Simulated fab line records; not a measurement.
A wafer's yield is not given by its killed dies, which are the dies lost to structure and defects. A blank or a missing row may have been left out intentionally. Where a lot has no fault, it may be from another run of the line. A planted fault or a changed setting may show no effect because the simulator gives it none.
Matching of chambers -- flow n5_finfet -- N5_SDB_STRIP_21 on rie_diel-06 has 4 sister chambers
The step strips in CF4. 18 wafers are shown with their chamber, then 9 later ones without.

## WAFERS, EACH WITH ITS CHAMBER
wafer,chamber,showerhead_plenum_p_Torr (Torr),drypump_motor_current_A (A),throttle_valve_pct (%)
L079.3,2,1.88,5.1,13.50
L079.5,0,1.79,6.0,13.76
L079.6,1,1.82,5.7,13.51
L080.3,1,1.82,5.7,13.53
L080.5,0,1.79,5.9,13.78
L080.6,1,1.82,5.7,13.51
L082.1,1,1.82,5.7,13.51
L082.3,2,1.87,5.0,13.50
L082.4,0,1.79,6.0,13.80
L084.1,3,1.79,5.9,13.48
L084.2,2,1.87,5.1,13.50
L084.4,1,1.82,5.7,13.53
L085.2,3,1.79,5.9,13.49
L085.3,1,1.82,5.7,13.55
L085.6,3,1.79,5.9,13.48
L089.2,1,1.82,5.8,13.55
L089.4,2,1.87,5.1,13.54
L089.5,0,1.79,5.9,13.82

SIGNATURES (means of the wafers above)
reading,chamber 0,chamber 1,chamber 2,chamber 3,scatter within a chamber
showerhead_plenum_p_Torr,1.7900,1.8200,1.8725,1.7900,0.00231
drypump_motor_current_A,5.950,5.714,5.075,5.900,0.0432
throttle_valve_pct,13.7900,13.5271,13.5100,13.4833,0.0193
Rule: for a wafer and a chamber, the distance is found by dividing, reading by reading, the gap between the wafer's reading and the chamber's mean by the reading's scatter, squaring, summing and taking the root. The wafer belongs to the nearest chamber; if the next one is less than 2 further off, it can't be placed. The scatter: take each reading less its chamber's mean, square it, sum over the shown wafers, divide by the number of wafers less the number of chambers, and take the root.

## WAFERS MISSING THEIR CHAMBER
wafer,showerhead_plenum_p_Torr (Torr),drypump_motor_current_A (A),throttle_valve_pct (%)
L090.1,1.79,6.0,13.83
L090.4,1.79,5.9,13.52
L090.5,1.82,5.7,13.56
L095.1,1.78,5.9,13.86
L095.2,1.79,5.9,13.54
L095.4,1.82,5.7,13.59
L097.4,1.79,5.9,13.54
L097.5,1.87,5.1,13.58
L097.6,1.82,5.7,13.60

## WHICH CHAMBER EACH ONE RAN IN
wafer,from the rows above,in truth
L090.1,0,0
L090.4,3,3
L090.5,1,1
L095.1,0,0
L095.2,3,3
L095.4,1,1
L097.4,3,3
L097.5,2,2
L097.6,1,1
9 of 9 placed correctly. Not placeable from these rows: 0. 0 placed wrongly.
